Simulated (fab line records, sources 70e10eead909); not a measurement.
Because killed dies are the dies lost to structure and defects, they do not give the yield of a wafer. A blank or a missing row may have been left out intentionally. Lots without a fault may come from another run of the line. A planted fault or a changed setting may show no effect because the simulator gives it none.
A single fault, viewed from 2 desks ; flow nand_harc ; each desk has only its own numbers; what lay behind them comes last

## THE METROLOGY DESK
Means of the sampled wafers that have a number, per lot and without regard to the tool the lot ran on: this is what the gauges read. Any lot whose mean is over 4 standard deviations away from the usual mean is out of limits and marked OUT; that distance is given in the brackets.
Columns: A = thk_nm at NHARC_A_M1_THK_MEAS_24, usual 154.4 nm; B = thk_nm at NHARC_A_BONDPAD_THK_MEAS_20, usual 169.9 nm
lot;first seen here;A;B
L765;day 22 18:32;152.9;169.7
L766;day 23 22:29;154.6;168.5
L772;day 26 07:49;153.4;170.3
L775;day 26 20:27;154.2;168.4
L777;day 27 20:04;154.9;170.5
L780;day 28 16:35;154.7;168.3
L782;day 29 22:06;153.5;170.2
L783;day 30 13:40;154.4;171.1
L784;day 31 09:21;152.0;170.2
L785;day 31 14:30;153.9;169.8
L786;day 31 15:40;154.3;169.8
L787;day 31 21:10;154.7;171.8
L788;day 32 02:50;154.7;171.0
Finding of this desk: none of the 13 lots has anything out of limits.

## THE TOOL OWNER'S DESK: rie_diel-11
The tool's own readings at NHARC_A_BONDPAD_STRIP_15 (strips in O2): means of the sampled wafers that have a number, for each lot that ran on this tool. Any lot whose mean is over 4 standard deviations away from the usual mean is out of limits and marked OUT; that distance is given in the brackets.
Columns: A = chamber_pressure_mTorr at NHARC_A_BONDPAD_STRIP_15, usual 60.00 mTorr; B = drypump_motor_current_A at NHARC_A_BONDPAD_STRIP_15, usual 5.9 A; C = oes_product_au at NHARC_A_BONDPAD_STRIP_15, usual 0.999 a.u.; D = rf_vpp_V at NHARC_A_BONDPAD_STRIP_15, usual 57.7 V; E = showerhead_plenum_p_Torr at NHARC_A_BONDPAD_STRIP_15, usual 3.48 Torr; F = throttle_valve_pct at NHARC_A_BONDPAD_STRIP_15, usual 17.037 %
lot;first seen here;A;B;C;D;E;F
L765;day 22 21:07;60.01;6.0;0.997;58.1;3.45;17.046
L766;day 24 01:02;60.02;6.3;0.995;57.5;3.45;17.041
L775;day 26 23:11;51.04 (-99 or more) OUT;6.2;0.989;57.8;3.45;17.031
L777;day 27 22:47;51.00 (-99 or more) OUT;6.2;0.990;58.0;3.45;17.039
L783;day 30 16:23;59.97;6.1;1.000;57.6;3.45;17.044
L785;day 31 17:14;59.98;6.1;1.001;58.0;3.46;17.032
L786;day 31 18:26;60.01;6.2;0.990;57.2;3.48;17.032
L788;day 32 05:26;60.05;6.1;1.002;58.8;3.44;17.040
This desk's verdict: out of limits on L775, L777, starting with L775 at day 26 23:11 (chamber_pressure_mTorr at NHARC_A_BONDPAD_STRIP_15). L765, L766, L783, L785, L786, L788 stayed within limits.

## BROUGHT TOGETHER
The tool owner's desk could have raised an alarm at day 26 23:11, on L775, L777.
The metrology desk saw nothing out of limits.
The metrology desk holds a record of L775, L777, inside its limits.
On rie_diel-11, each named lot ran NHARC_A_BONDPAD_STRIP_15.

## WHAT HAD BEEN PUT IN BY THE SIMULATOR
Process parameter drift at NHARC_A_BONDPAD_STRIP_15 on rie_diel-11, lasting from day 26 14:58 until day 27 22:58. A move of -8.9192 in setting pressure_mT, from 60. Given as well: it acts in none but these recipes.
Struck lots among those shown: L775, L777.
Hours from the fault's start to each desk's first reading out of limits: the tool owner's desk, 8.
